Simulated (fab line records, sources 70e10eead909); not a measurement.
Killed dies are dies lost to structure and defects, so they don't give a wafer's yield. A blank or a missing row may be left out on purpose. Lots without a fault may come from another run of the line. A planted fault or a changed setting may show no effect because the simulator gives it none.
fab line records | flow nand_harc
record lots=24 wafers=72 last_day=33
route steps=1302 shown A_CONTACT@1092 A_BLC@1117 A_M0@1157
lots that met no fault: from a run of the same line without faults
start_h: hours from the record's first day to the start of the lot's first wafer shown | wait_h: hours since the lot's step before | " the same as in the row above | L1.1+2: a row that stands for several wafers | - no value, or no start given | * or withheld: withheld | < > ~ a bound
route shown NAME@n: a module of which the file shows steps, and the number in the route of the first | usual: mean/standard deviation of fault-free wafers | same: alike in all rows | chamber/n: place in a boat | sites: the reading at each site | _std_site: their standard deviation | _edge_site: outer sites' mean less inner sites' | radius_mm: how far each site lies from the wafer's centre | mask NAME#n: copy n | behind: the tool/chamber that last shaped the wafer | hold: why the lot was held/for how many hours/how that ended | device: the transistor (n, p or np) that didn't switch | end of line: the same wafers' tests at the end of the route | a step without rows: its recipe alone | killed: dies lost to structure and defects at the first sort, not the wafer's yield | map: a wafer's dies, x killed, . not, _ none there
set.NAME: the setting as run; set.NAME@STEP: as run at that earlier step | model.NAME: the simulator's own value behind a step, which no gauge read
steps of the route over a sample of lots; a table a step, a row a wafer
services: from which hour (start_h, from the record's first day; less than 0 if before it) a tool's chamber was out of use, for how many hours, and why
## steps
# step NHARC_A_CONTACT_ETCH_92
# recipe target_depth_a=400 over_etch_frac=0.5 time_s=85.7 ion_energy_ev=120 ch3f_flow_sccm=50 o2_flow_sccm=30 ar_flow_sccm=200 rf_w=500 bias_w=100 chemistry=CH3F/O2
# usual drypump_motor_current_A=5.8/0.52 oes_product_au=0.938/0.024 rf_vpp_V=244.3/1.8 showerhead_plenum_p_Torr=2.45/0.13 throttle_valve_pct=20.663/0.0092
# columns lot.wafer tool chamber start_h wait_h drypump_motor_current_A oes_product_au rf_hours_counter_h rf_vpp_V showerhead_plenum_p_Torr throttle_valve_pct
L074.1 rie_diel-06 1 512.21 0.5 6.0 0.928 5 241.2 2.31 20.664
L074.4 " 2 " " 4.6 0.924 5 245.0 2.48 20.676
L074.5 " 0 " " 6.4 0.937 - 243.3 2.49 20.683
L075.4 rie_diel-05 0 521.86 0.4 6.1 0.919 17 246.1 2.60 20.652
L075.1 " 1 " " 5.8 0.936 17 242.8 2.30 20.647
L075.5 " 2 " " 6.5 0.927 - 242.7 2.28 20.652
L078.4 rie_diel-05 3 547.56 0.5 5.5 0.931 22 242.1 2.33 20.653
L078.3 " 0 " " 6.1 0.919 22 246.9 2.60 20.668
L078.2 " 1 " " 5.8 0.941 21 241.6 2.30 20.674
L076.3 rie_diel-06 0 548.26 0.4 6.4 0.940 19 245.1 2.49 20.657
L076.1 " 1 " " 6.0 0.940 19 242.2 2.31 20.669
L076.5 " 1 " " 6.0 0.934 - 241.2 2.31 20.672
L079.1 rie_diel-06 3 549.77 0.5 5.3 0.928 19 244.2 2.40 20.651
L079.4 " 1 " " 6.0 0.921 19 242.1 2.31 20.675
L079.6 " 2 " " 4.6 0.919 - 244.6 2.48 20.668
L077.4 rie_diel-05 0 557.03 0.5 6.1 0.914 24 247.3 2.60 20.670
L077.1 " 2 " " 6.4 0.930 23 241.6 2.28 20.668
L077.3 " 3 " " 5.4 0.927 24 241.9 2.33 20.657
L081.2 rie_diel-10 0 565.96 0.5 5.6 0.933 42 241.6 2.28 20.664
L081.3 " 2 " " 5.9 0.916 52 246.4 2.53 20.660
L081.6 " 3 " " 5.0 0.932 - 244.3 2.48 20.672
L080.2 rie_diel-05 0 575.91 0.5 6.1 0.927 26 246.2 2.60 20.657
L080.4 " 2 " " 6.4 0.929 25 241.8 2.27 20.647
L080.6 " 0 " " 6.1 0.925 - 245.8 2.60 20.659
L084.1 rie_diel-05 3 599.34 0.6 5.4 0.935 1 242.5 2.33 20.665
L084.2 " 0 " " 6.1 0.927 2 246.5 2.60 20.670
L084.6 " 1 " " 5.8 1.015 - 242.5 2.30 20.654
L082.2 rie_diel-05 1 600.49 0.5 5.8 0.934 1 242.3 2.30 20.657
L082.6 " 3 " " 5.4 0.936 - 242.6 2.33 20.661
L082.5 " 0 " " 6.1 0.919 - 245.7 2.60 20.654
L083.3 rie_diel-05 0 601.39 0.4 6.1 0.929 2 246.1 2.60 20.660
L083.2 " 1 " " 5.9 0.934 1 242.4 2.30 20.661
L083.4 " 2 " " 6.4 0.925 1 246.3 2.66 20.661
L085.1 rie_diel-05 1 636.17 0.5 5.8 0.932 10 243.2 2.30 20.660
L085.3 " 2 " " 6.5 0.933 8 247.9 2.66 20.664
L085.6 " 1 " " 5.8 0.937 - 241.7 2.30 20.676
L086.4 rie_diel-10 1 638.64 0.4 6.5 1.017 10 242.5 2.41 20.672
L086.2 " 2 " " 6.0 1.006 10 244.8 2.52 20.663
L086.6 " 3 " " 5.0 0.998 - 244.3 2.48 20.684
L087.2 rie_diel-10 2 650.84 0.5 5.9 0.939 13 246.5 2.52 20.665
L087.4 " 0 " " 5.6 0.937 12 247.1 2.66 20.657
L087.5 " 1 " " 6.5 0.930 - 244.0 2.41 20.671
L088.2 rie_diel-05 0 656.03 0.5 6.1 0.928 14 244.7 2.59 20.657
L088.3 " 1 " " 5.8 0.931 15 242.1 2.29 20.666
L088.5 " 2 " " 6.5 0.927 - 246.9 2.66 20.669
L089.3 rie_diel-10 3 656.47 0.4 5.0 0.911 13 244.1 2.47 20.654
L089.4 " 0 " " 5.6 0.941 13 248.0 2.66 20.659
L089.2 " 1 " " 6.5 0.934 15 243.4 2.41 20.638
L090.3 rie_diel-10 0 667.93 0.4 5.7 1.011 16 246.3 2.65 20.669
L090.2 " 1 " " 6.5 1.007 20 243.7 2.41 20.652
L090.6 " 2 " " 6.0 1.006 - 246.7 2.51 20.663
L091.2 rie_diel-05 3 672.46 0.5 5.4 0.951 17 243.3 2.32 20.668
L091.3 " 1 " " 5.8 0.937 18 241.7 2.29 20.656
L091.6 " 0 " " 6.1 0.932 - 246.2 2.59 20.671
L093.1 rie_diel-06 2 685.96 0.5 4.6 0.932 3 243.4 2.46 20.664
L093.4 " 3 " " 5.3 0.919 3 241.8 2.38 20.658
L093.5 " 0 " " 6.4 0.934 - 244.8 2.47 20.657
L092.3 rie_diel-10 1 690.73 0.4 6.5 0.937 25 243.8 2.41 20.668
L092.6 " 2 " " 6.0 0.931 - 243.9 2.51 20.662
L092.5 " 3 " " 5.0 0.922 - 244.8 2.47 20.672
L095.2 rie_diel-10 2 710.44 0.5 6.0 0.936 31 245.8 2.51 20.667
L095.1 " 0 " " 5.6 0.942 29 245.9 2.65 20.658
L095.3 " 1 " " 6.5 0.937 32 243.9 2.40 20.668
L094.4 rie_diel-05 1 711.45 0.4 5.8 0.929 24 243.7 2.29 20.649
L094.6 " 1 " " 5.8 0.910 - 242.6 2.29 20.654
L094.5 " 2 " " 6.4 0.916 - 247.6 2.65 20.659
L096.1 rie_diel-06 3 728.27 0.5 5.3 0.931 19 243.7 2.38 20.676
L096.2 " 0 " " 6.4 0.938 19 244.1 2.46 20.672
L096.6 " 2 " " 4.6 0.931 - 246.3 2.45 20.656
L097.1 rie_diel-10 1 742.74 0.5 6.5 0.933 44 242.8 2.40 20.666
L097.3 " 2 " " 5.9 0.934 44 245.1 2.50 20.671
L097.5 " 1 " " 6.5 0.932 - 244.2 2.40 20.666
# step NHARC_A_BLC_CD_MEAS_10
# recipe target_cd_nm=100 landing_energy_ev=500
# usual cd_nm=100.2/0.68
# columns lot.wafer tool chamber start_h wait_h cd_nm
L074.1 cd_sem-02 0 515.37 - 100.8
L074.4 " 0 " " 101.3
L074.5 " 0 " " 100.5
L075.1 cd_sem-03 0 525.02 - 100.0
L075.4 " 0 " " 99.5
L075.5 " 0 " " 99.3
L078.2 cd_sem-01 0 550.67 - 100.5
L078.3 " 0 " " 100.8
L078.4 " 0 " " 100.6
L076.1 cd_sem-02 0 551.39 - 99.9
L076.3 " 0 " " 99.9
L076.5 " 0 " " 99.9
L079.1 cd_sem-03 0 552.83 - 99.4
L079.4 " 0 " " 100.9
L079.6 " 0 " " 100.4
L077.1 cd_sem-02 0 560.31 - 99.9
L077.3 " 0 " " 100.3
L077.4 " 0 " " 100.2
L081.2 cd_sem-01 0 569.00 - 99.9
L081.3 " 0 " " 100.8
L081.6 " 0 " " 100.4
L080.2 cd_sem-02 0 578.96 - 101.5
L080.4 " 0 " " 102.2
L080.6 " 0 " " 101.1
L084.1 cd_sem-03 0 602.50 - 98.9
L084.2 " 0 " " 99.8
L084.6 " 0 " " 99.7
L082.2 cd_sem-03 0 603.49 - 100.6
L082.5 " 0 " " 101.0
L082.6 " 0 " " 100.2
L083.2 cd_sem-03 0 604.67 - 99.8
L083.3 " 0 " " 99.6
L083.4 " 0 " " 99.4
L085.1 cd_sem-01 0 639.64 - 99.0
L085.3 " 0 " " 99.8
L085.6 " 0 " " 100.6
L086.2 cd_sem-03 0 641.77 - 100.1
L086.4 " 0 " " 99.0
L086.6 " 0 " " 99.7
L087.2 cd_sem-01 0 653.85 - 99.8
L087.4 " 0 " " 100.4
L087.5 " 0 " " 100.1
L088.2 cd_sem-01 0 659.16 - 100.8
L088.3 " 0 " " 101.2
L088.5 " 0 " " 101.5
L089.2 cd_sem-01 0 659.49 - 100.4
L089.3 " 0 " " 100.3
L089.4 " 0 " " 100.6
L090.2 cd_sem-02 0 671.73 - 99.1
L090.3 " 0 " " 98.9
L090.6 " 0 " " 99.2
L091.2 cd_sem-03 0 675.71 - 100.0
L091.3 " 0 " " 98.5
L091.6 " 0 " " 99.6
L093.1 cd_sem-02 0 689.16 - 100.1
L093.4 " 0 " " 100.0
L093.5 " 0 " " 99.8
L092.3 cd_sem-01 0 693.84 - 99.8
L092.5 " 0 " " 100.3
L092.6 " 0 " " 98.8
L095.1 cd_sem-01 0 713.58 - 100.2
L095.2 " 0 " " 100.2
L095.3 " 0 " " 100.7
L094.4 cd_sem-03 0 714.52 - 100.4
L094.5 " 0 " " 99.8
L094.6 " 0 " " 100.0
L096.1 cd_sem-01 0 731.29 - 99.3
L096.2 " 0 " " 99.6
L096.6 " 0 " " 100.4
L097.1 cd_sem-01 0 745.95 - 101.2
L097.3 " 0 " " 100.6
L097.5 " 0 " " 101.6
# step NHARC_A_BLC_DESCUM_15
# recipe time_s=3 o2_flow_sccm=200 ar_flow_sccm=0 bias_power_w=0 chemistry=O2
# usual drypump_motor_current_A=5.7/0.43 oes_product_au=0.995/0.0089 rf_vpp_V=57.5/0.79 showerhead_plenum_p_Torr=1.88/0.095 throttle_valve_pct=11.311/0.0091
# same bias_power_w=0
# columns lot.wafer tool chamber start_h wait_h drypump_motor_current_A oes_product_au rf_hours_counter_h rf_vpp_V showerhead_plenum_p_Torr throttle_valve_pct
L074.4 rie_diel-11 0 515.55 0.1 5.9 1.001 6 57.4 1.81 11.305
L074.1 " 2 " " 5.7 1.002 4 59.5 2.05 11.316
L074.5 " 0 " " 5.8 1.003 - 57.8 1.81 11.308
L075.1 rie_diel-11 3 525.21 0.1 5.2 0.994 7 57.9 1.82 11.315
L075.5 " 1 " " 6.1 0.986 - 57.9 1.98 11.318
L075.4 " 0 " " 5.8 1.009 - 57.4 1.81 11.306
L078.2 rie_diel-01 1 550.85 0.1 6.5 0.986 14 56.9 2.01 11.305
L078.4 " 2 " " 5.4 0.980 11 57.7 1.77 11.318
L078.3 " 0 " " 5.1 0.997 15 57.7 1.78 11.308
L076.1 rie_diel-11 0 551.57 0.1 5.9 0.998 9 58.0 1.81 11.304
L076.3 " 1 " " 6.2 0.994 - 57.9 1.98 11.314
L076.5 " 0 " " 5.8 1.000 - 56.9 1.81 11.326
L079.1 rie_diel-01 0 553.03 0.1 5.1 0.999 15 57.2 1.78 11.312
L079.4 " 2 " " 5.4 0.989 11 55.3 1.77 11.307
L079.6 " 3 " " 5.2 0.986 - 58.0 1.86 11.320
L077.1 rie_diel-12 1 560.49 0.1 5.9 1.001 32 57.5 1.88 11.323
L077.3 " 3 " " 6.0 1.006 33 58.3 1.92 11.297
L077.4 " 0 " " 6.1 1.014 33 57.5 1.85 11.311
L081.2 rie_diel-11 3 569.20 0.1 5.2 0.991 10 56.1 1.82 11.303
L081.3 " 0 " " 5.9 0.995 11 57.5 1.81 11.284
L081.6 " 2 " " 5.7 0.993 - 58.8 2.05 11.310
L080.4 rie_diel-11 0 579.14 0.1 5.9 0.993 12 57.2 1.81 11.316
L080.2 " 3 " " 5.2 0.994 10 56.6 1.82 11.312
L080.6 " 1 " " 6.2 0.990 - 57.7 1.98 11.299
L084.2 rie_diel-11 2 602.71 0.1 5.7 1.013 9 57.2 2.05 11.318
L084.1 " 0 " " 5.8 1.007 14 57.4 1.81 11.296
L084.6 " 2 " " 5.7 1.003 - 57.3 2.05 11.317
L082.2 rie_diel-01 1 603.68 0.1 6.5 0.994 2 57.8 2.01 11.315
L082.6 " 0 " " 5.1 0.999 - 56.4 1.78 11.292
L082.5 " 1 " " 6.5 1.005 - 59.3 2.01 11.302
L083.3 rie_diel-01 1 604.86 0.1 6.5 0.998 3 57.8 2.01 11.326
L083.4 " 2 " " 5.4 0.993 3 57.0 1.77 11.306
L083.2 " 3 " " 5.2 0.992 2 58.4 1.86 11.315
L085.3 rie_diel-11 1 639.84 0.1 6.2 0.990 1 57.6 1.98 11.313
L085.1 " 2 " " 5.7 0.990 1 56.3 2.05 11.311
L085.6 " 1 " " 6.1 0.997 - 57.8 1.98 11.311
L086.2 rie_diel-01 1 641.98 0.1 6.6 1.003 6 56.9 2.01 11.311
L086.4 " 2 " " 5.4 0.996 6 57.9 1.77 11.321
L086.6 " 0 " " 5.1 1.012 - 57.0 1.78 11.316
L087.2 rie_diel-01 3 654.04 0.1 5.2 0.982 7 57.2 1.86 11.310
L087.4 " 0 " " 5.1 1.003 7 56.6 1.78 11.286
L087.5 " 2 " " 5.4 0.995 - 57.9 1.77 11.292
L088.3 rie_diel-11 1 659.34 0.1 6.2 1.002 2 57.0 1.98 11.308
L088.2 " 0 " " 5.8 0.980 2 56.2 1.81 11.314
L088.5 " 1 " " 6.2 0.991 - 56.6 1.97 11.332
L089.3 rie_diel-12 1 659.67 0.1 5.9 0.993 12 57.0 1.87 11.323
L089.4 " 2 " " 5.8 0.987 10 57.2 1.89 11.309
L089.2 " 0 " " 6.1 0.981 12 57.3 1.84 11.319
L090.3 rie_diel-11 3 671.91 0.1 5.2 1.000 3 57.7 1.81 11.313
L090.2 " 0 " " 5.9 0.983 3 56.6 1.81 11.324
L090.6 " 3 " " 5.2 0.999 - 56.5 1.81 11.307
L091.2 rie_diel-01 3 675.90 0.1 5.2 0.998 9 57.6 1.86 11.308
L091.3 " 1 " " 6.5 1.012 10 58.5 2.01 11.324
L091.6 " 2 " " 5.5 0.997 - 58.3 1.77 11.317
L093.4 rie_diel-11 1 689.36 0.1 6.2 0.995 4 58.7 1.97 11.320
L093.1 " 2 " " 5.7 1.019 5 58.8 2.05 11.330
L093.5 " 0 " " 5.8 0.987 - 56.9 1.81 11.335
L092.3 rie_diel-01 3 694.04 0.1 5.2 1.001 11 57.5 1.86 11.325
L092.6 " 0 " " 5.1 1.000 - 57.2 1.77 11.309
L092.5 " 1 " " 6.5 0.980 - 57.5 2.01 11.308
L095.2 rie_diel-11 3 713.76 0.1 5.2 0.993 5 56.6 1.81 11.307
L095.3 " 1 " " 6.2 1.002 6 57.3 1.97 11.302
L095.1 " 2 " " 5.7 1.007 6 57.0 2.05 11.301
L094.4 rie_diel-12 3 714.72 0.1 6.0 0.997 24 59.8 1.91 11.304
L094.6 " 0 " " 6.1 0.995 - 57.6 1.83 11.315
L094.5 " 1 " " 5.9 0.980 - 58.4 1.87 11.305
L096.1 rie_diel-11 0 731.47 0.1 5.8 0.988 7 56.7 1.80 11.310
L096.2 " 3 " " 5.2 0.987 7 57.4 1.81 11.290
L096.6 " 0 " " 5.8 0.989 - 56.0 1.80 11.312
L097.3 rie_diel-11 1 746.15 0.1 6.2 0.991 8 58.9 1.97 11.318
L097.1 " 2 " " 5.7 1.012 8 59.2 2.04 11.309
L097.5 " 0 " " 5.8 0.993 - 57.5 1.80 11.308
# step NHARC_A_BLC_STRIP_29
# recipe cf4_flow_sccm=150 ar_flow_sccm=0 bias_w=0 chemistry=CF4
# usual drypump_motor_current_A=5.6/0.45 oes_product_au=0.996/0.0087 rf_vpp_V=59.3/0.9 showerhead_plenum_p_Torr=1.73/0.082 throttle_valve_pct=13.283/0.0087
# columns lot.wafer tool chamber start_h wait_h drypump_motor_current_A oes_product_au rf_hours_counter_h rf_vpp_V showerhead_plenum_p_Torr throttle_valve_pct
L074.1 rie_diel-01 3 516.61 0.1 5.3 1.001 12 60.0 1.72 13.283
L074.4 " 0 " " 5.1 1.009 13 58.8 1.65 13.293
L074.5 " 3 " " 5.2 1.006 - 60.1 1.72 13.276
L075.1 rie_diel-01 0 526.44 0.1 5.1 0.999 13 60.0 1.65 13.275
L075.4 " 1 " " 6.5 1.001 13 59.5 1.85 13.275
L075.5 " 3 " " 5.2 0.994 - 58.0 1.72 13.288
L078.4 rie_diel-01 0 551.89 0.1 5.1 1.004 15 59.5 1.65 13.297
L078.3 " 2 " " 5.4 0.979 11 58.6 1.65 13.279
L078.2 " 3 " " 5.2 0.994 14 59.6 1.72 13.276
L076.1 rie_diel-11 1 553.16 0.1 6.1 0.995 10 60.9 1.82 13.283
L076.3 " 0 " " 5.8 1.008 - 59.0 1.68 13.285
L076.5 " 1 " " 6.1 0.992 - 59.5 1.82 13.279
L079.1 rie_diel-11 0 554.08 0.1 5.8 0.990 10 58.8 1.68 13.291
L079.4 " 0 " " 5.9 1.005 - 57.2 1.68 13.274
L079.6 " 0 " " 5.8 0.991 - 59.1 1.68 13.286
L077.3 rie_diel-11 3 561.55 0.1 5.2 0.985 9 58.9 1.69 13.263
L077.1 " 0 " " 5.8 0.999 11 58.9 1.68 13.291
L077.4 " 1 " " 6.2 0.989 11 59.0 1.82 13.286
L081.2 rie_diel-01 3 570.23 0.1 5.3 0.993 0 57.7 1.72 13.289
L081.3 " 0 " " 5.1 1.001 0 59.2 1.65 13.293
L081.6 " 0 " " 5.1 1.014 - 60.5 1.65 13.276
L080.4 rie_diel-11 3 580.18 0.1 5.2 1.005 11 57.7 1.69 13.285
L080.2 " 0 " " 5.8 0.992 12 60.1 1.68 13.291
L080.6 " 3 " " 5.2 0.991 - 59.9 1.68 13.273
L084.1 rie_diel-11 2 603.76 0.1 5.7 0.989 9 59.2 1.88 13.274
L084.2 " 1 " " 6.2 0.976 14 60.8 1.82 13.263
L084.6 " 2 " " 5.7 0.985 - 59.6 1.88 13.291
L082.2 rie_diel-11 0 604.72 0.1 5.8 0.989 14 58.3 1.68 13.283
L082.5 " 3 " " 5.2 0.997 - 59.9 1.68 13.275
L082.6 " 0 " " 5.8 0.999 - 60.0 1.68 13.269
L083.3 rie_diel-11 2 605.89 0.1 5.7 0.991 10 59.7 1.88 13.287
L083.4 " 3 " " 5.2 1.004 13 58.7 1.68 13.288
L083.2 " 0 " " 5.8 1.008 14 59.3 1.68 13.279
L085.3 rie_diel-01 3 640.98 0.1 5.2 1.010 6 59.1 1.72 13.279
L085.1 " 2 " " 5.4 1.008 6 59.9 1.64 13.286
L085.6 " 3 " " 5.3 0.994 - 59.5 1.72 13.283
L086.2 rie_diel-01 0 643.01 0.1 5.1 1.003 6 57.9 1.65 13.288
L086.4 " 3 " " 5.3 1.000 6 60.1 1.72 13.282
L086.6 " 1 " " 6.5 0.998 - 60.3 1.85 13.286
L087.4 rie_diel-12 3 655.09 0.1 6.0 0.998 9 58.3 1.77 13.287
L087.2 " 0 " " 6.1 0.979 12 60.2 1.70 13.289
L087.5 " 2 " " 5.8 1.003 - 59.1 1.75 13.264
L088.3 rie_diel-11 0 660.38 0.1 5.8 0.983 2 57.8 1.68 13.273
L088.2 " 1 " " 6.2 0.996 2 59.4 1.82 13.265
L088.5 " 1 " " 6.2 0.988 - 58.3 1.82 13.277
L089.4 rie_diel-01 3 661.20 0.1 5.2 0.982 8 58.1 1.72 13.280
L089.3 " 0 " " 5.1 1.002 7 58.4 1.65 13.291
L089.2 " 2 " " 5.4 1.008 9 59.6 1.64 13.300
L090.2 rie_diel-01 3 672.96 0.1 5.3 1.007 9 59.4 1.72 13.289
L090.3 " 0 " " 5.1 1.002 8 60.5 1.65 13.285
L090.6 " 2 " " 5.4 0.987 - 58.4 1.64 13.287
L091.2 rie_diel-01 1 676.96 0.1 6.5 1.002 10 59.4 1.85 13.273
L091.3 " 0 " " 5.1 1.003 9 58.8 1.65 13.271
L091.6 " 2 " " 5.4 0.992 - 59.9 1.64 13.281
L093.1 rie_diel-01 2 690.39 0.1 5.5 0.992 12 58.7 1.64 13.287
L093.4 " 1 " " 6.5 0.991 11 60.9 1.85 13.291
L093.5 " 2 " " 5.4 1.001 - 59.5 1.64 13.292
L092.3 rie_diel-11 2 695.06 0.1 5.7 1.011 5 61.3 1.88 13.284
L092.6 " 2 " " 5.7 1.004 - 58.8 1.88 13.273
L092.5 " 3 " " 5.2 0.993 - 58.9 1.68 13.282
L095.3 rie_diel-11 0 714.81 0.1 5.8 0.998 6 58.1 1.68 13.278
L095.1 " 1 " " 6.1 0.994 6 58.8 1.82 13.286
L095.2 " 2 " " 5.7 1.008 6 58.2 1.88 13.297
L094.4 rie_diel-01 2 715.74 0.1 5.5 0.983 14 58.7 1.64 13.302
L094.5 " 2 " " 5.5 0.978 - 58.3 1.64 13.276
L094.6 " 3 " " 5.3 1.006 - 59.0 1.72 13.281
L096.1 rie_diel-01 0 732.54 0.1 5.1 1.005 13 58.7 1.65 13.291
L096.2 " 1 " " 6.5 0.995 15 60.8 1.85 13.296
L096.6 " 2 " " 5.5 0.983 - 57.9 1.64 13.268
L097.1 rie_diel-12 2 747.17 0.1 5.8 0.989 33 60.0 1.74 13.304
L097.3 " 1 " " 5.9 0.977 36 60.0 1.73 13.287
L097.5 " 3 " " 6.0 0.987 - 59.2 1.76 13.283
# step NHARC_A_BLC_DEGAS_30
# recipe temp_c=300 time_s=60
# usual heater_power_w=468/42
# columns lot.wafer tool chamber start_h wait_h heater_power_w
L074.4 pvd_sputter-02 - 517.12 - 504
L074.1 " - " " 437
L074.5 " - " " 410
L075.1 pvd_sputter-03 - 526.97 - 482
L075.4 " - " " 522
L075.5 " - " " 482
L078.4 pvd_sputter-01 - 552.42 - 461
L078.2 " - " " 442
L078.3 " - " " 446
L076.1 pvd_sputter-03 - 553.82 - 464
L076.3 " - " " 531
L076.5 " - " " 456
L079.4 pvd_sputter-03 - 554.72 - 522
L079.1 " - " " 458
L079.6 " - " " 530
L077.3 pvd_sputter-03 - 562.07 - 497
L077.4 " - " " 454
L077.1 " - " " 535
L081.3 pvd_sputter-01 - 570.77 - 528
L081.2 " - " " 447
L081.6 " - " " 455
L080.4 pvd_sputter-02 - 580.73 - 435
L080.2 " - " " 462
L080.6 " - " " 497
L084.2 pvd_sputter-03 - 604.30 - 461
L084.1 " - " " 452
L084.6 " - " " 493
L082.2 pvd_sputter-03 - 605.25 - 460
L082.5 " - " " 499
L082.6 " - " " 461
L083.2 pvd_sputter-02 - 606.42 - 509
L083.4 " - " " 422
L083.3 " - " " 454
L085.1 pvd_sputter-03 - 641.51 - 443
L085.3 " - " " 540
L085.6 " - " " 453
L086.2 pvd_sputter-03 - 643.54 - 449
L086.4 " - " " 511
L086.6 " - " " 465
L087.4 pvd_sputter-02 - 655.62 - 424
L087.2 " - " " 525
L087.5 " - " " 403
L088.2 pvd_sputter-01 - 660.92 - 474
L088.3 " - " " 462
L088.5 " - " " 422
L089.2 pvd_sputter-03 - 661.74 - 444
L089.4 " - " " 499
L089.3 " - " " 452
L090.2 pvd_sputter-01 - 673.48 - 547
L090.3 " - " " 436
L090.6 " - " " 552
L091.2 pvd_sputter-02 - 677.50 - 529
L091.3 " - " " 448
L091.6 " - " " 542
L093.4 pvd_sputter-02 - 690.92 - 404
L093.1 " - " " 441
L093.5 " - " " 405
L092.3 pvd_sputter-02 - 695.58 - 526
L092.5 " - " " 533
L092.6 " - " " 402
L095.1 pvd_sputter-01 - 715.33 - 454
L095.3 " - " " 544
L095.2 " - " " 465
L094.4 pvd_sputter-02 - 716.26 - 406
L094.5 " - " " 399
L094.6 " - " " 439
L096.1 pvd_sputter-03 - 733.05 - 439
L096.2 " - " " 476
L096.6 " - " " 507
L097.1 pvd_sputter-02 - 747.70 - 532
L097.3 " - " " 428
L097.5 " - " " 523
# step NHARC_A_M0_PRE_CLEAN_29
# recipe time_s=30 temp_c=280 gas=H2/He
# usual heater_power_w=410/34
# columns lot.wafer tool chamber start_h wait_h heater_power_w
L074.4 pvd_sputter-02 - - - 376
L074.1 " - " " 439
L074.5 " - " " 378
L075.1 pvd_sputter-03 - - - 436
L075.4 " - " " 462
L075.5 " - " " 424
L078.4 pvd_sputter-01 - - - 393
L078.2 " - " " 480
L078.3 " - " " 402
L076.1 pvd_sputter-02 - - - 409
L076.3 " - " " 372
L076.5 " - " " 434
L079.1 pvd_sputter-01 - - - 392
L079.4 " - " " 401
L079.6 " - " " 396
L077.4 pvd_sputter-02 - - - 396
L077.3 " - " " 434
L077.1 " - " " 384
L081.2 pvd_sputter-03 - - - 440
L081.3 " - " " 453
L081.6 " - " " 449
L080.2 pvd_sputter-03 - - - 441
L080.4 " - " " 399
L080.6 " - " " 411
L084.1 pvd_sputter-02 - - - 437
L084.2 " - " " 364
L084.6 " - " " 382
L082.2 pvd_sputter-03 - - - 428
L082.6 " - " " 438
L082.5 " - " " 398
L083.3 pvd_sputter-02 - - - 360
L083.2 " - " " 370
L083.4 " - " " 393
L085.3 pvd_sputter-03 - - - 460
L085.1 " - " " 444
L085.6 " - " " 409
L086.2 pvd_sputter-03 - - - 468
L086.4 " - " " 394
L086.6 " - " " 399
L087.4 pvd_sputter-03 - - - 451
L087.2 " - " " 439
L087.5 " - " " 464
L088.3 pvd_sputter-03 - - - 464
L088.2 " - " " 401
L088.5 " - " " 417
L089.4 pvd_sputter-02 - - - 464
L089.2 " - " " 382
L089.3 " - " " 393
L090.3 pvd_sputter-03 - - - 409
L090.2 " - " " 392
L090.6 " - " " 444
L091.2 pvd_sputter-02 - - - 455
L091.3 " - " " 391
L091.6 " - " " 344
L093.4 pvd_sputter-02 - - - 360
L093.1 " - " " 386
L093.5 " - " " 377
L092.3 pvd_sputter-02 - - - 381
L092.6 " - " " 367
L092.5 " - " " 385
L095.1 pvd_sputter-02 - - - 392
L095.2 " - " " 453
L095.3 " - " " 376
L094.4 pvd_sputter-02 - - - 461
L094.5 " - " " 363
L094.6 " - " " 380
L096.2 pvd_sputter-03 - - - 405
L096.1 " - " " 414
L096.6 " - " " 404
L097.1 pvd_sputter-01 - - - 461
L097.3 " - " " 379
L097.5 " - " " 484
## services
# columns tool chamber start_h hours kind
rie_diel-11 2 520.65 6.3 repair
pvd_sputter-03 - 532.05 10.0 pm
rie_diel-11 3 535.36 21.3 repair
pvd_sputter-01 - 537.01 4.0 repair
rie_diel-11 2 539.79 16.3 repair
rie_diel-11 - 541.86 1.2 repair
rie_diel-06 3 557.88 3.3 repair
rie_diel-01 - 558.12 9.0 pm
rie_diel-12 0 570.96 13.3 repair
pvd_sputter-01 - 583.23 10.0 pm
rie_diel-05 - 583.65 9.0 pm
rie_diel-01 0 596.18 2.5 repair
rie_diel-10 - 596.69 9.0 pm
rie_diel-11 - 609.50 9.0 pm
pvd_sputter-02 - 617.40 8.5 repair
rie_diel-05 0 617.74 2.8 repair
pvd_sputter-02 - 638.80 10.0 pm
rie_diel-11 - 675.27 3.4 repair
pvd_sputter-01 - 705.94 2.8 repair
pvd_sputter-03 - 710.05 10.0 pm
pvd_sputter-02 - 721.15 8.4 repair
rie_diel-10 0 726.04 1.5 repair
rie_diel-01 - 735.12 9.0 pm
rie_diel-10 3 738.09 11.7 repair
## key
fault none
